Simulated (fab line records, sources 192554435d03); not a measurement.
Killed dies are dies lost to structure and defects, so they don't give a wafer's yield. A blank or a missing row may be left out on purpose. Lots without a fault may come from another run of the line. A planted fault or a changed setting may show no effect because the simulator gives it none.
Chamber matching | flow n5_finfet | N5_BEOL_M2_ETCH_70 on rie_diel-04: 4 sister chambers
The step etches SOC in N2/H2, target depth 80 nm, overetch 24 nm, time 130 s. 4 wafers are shown with their chamber, then 9 later ones without.

WAFERS WITH THEIR CHAMBER
wafer  | chamber | drypump_motor_current_A (A)
L086.5 | 0       | 5.3
L089.3 | 2       | 6.1
L089.4 | 1       | 5.1
L089.6 | 3       | 6.0

WAFERS WITHOUT THEIR CHAMBER
wafer  | drypump_motor_current_A (A)
L091.2 | 6.1
L091.3 | 5.0
L091.4 | 5.3
L092.2 | 6.0
L092.4 | 5.0
L092.5 | 6.1
L095.1 | 6.1
L095.3 | 5.3
L095.6 | 5.3

WHICH CHAMBER EACH WENT THROUGH
wafer  | from the rows above | in truth
L091.2 | 2                   | 2
L091.3 | 1                   | 1
L091.4 | 0                   | 0
L092.2 | 3                   | 3
L092.4 | 1                   | 1
L092.5 | 2                   | 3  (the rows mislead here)
L095.1 | 2                   | 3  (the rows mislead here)
L095.3 | 0                   | 0
L095.6 | 0                   | 0
Placed correctly: 7 of 9. Can't be placed from these rows: 0. Placed wrongly: 2.
How it was worked out, from the rows above alone: a wafer's distance from a chamber is the root of the sum, over the readings, of the square of ((its reading less the chamber's mean) divided by the reading's scatter). The wafer belongs to the nearest chamber; if the next one is less than 2 further off, it can't be placed. A chamber's mean is the mean of its shown wafers. The scatter: with one shown wafer a chamber, the root of the mean of the squares of how far each hidden wafer lies from its nearest shown one.
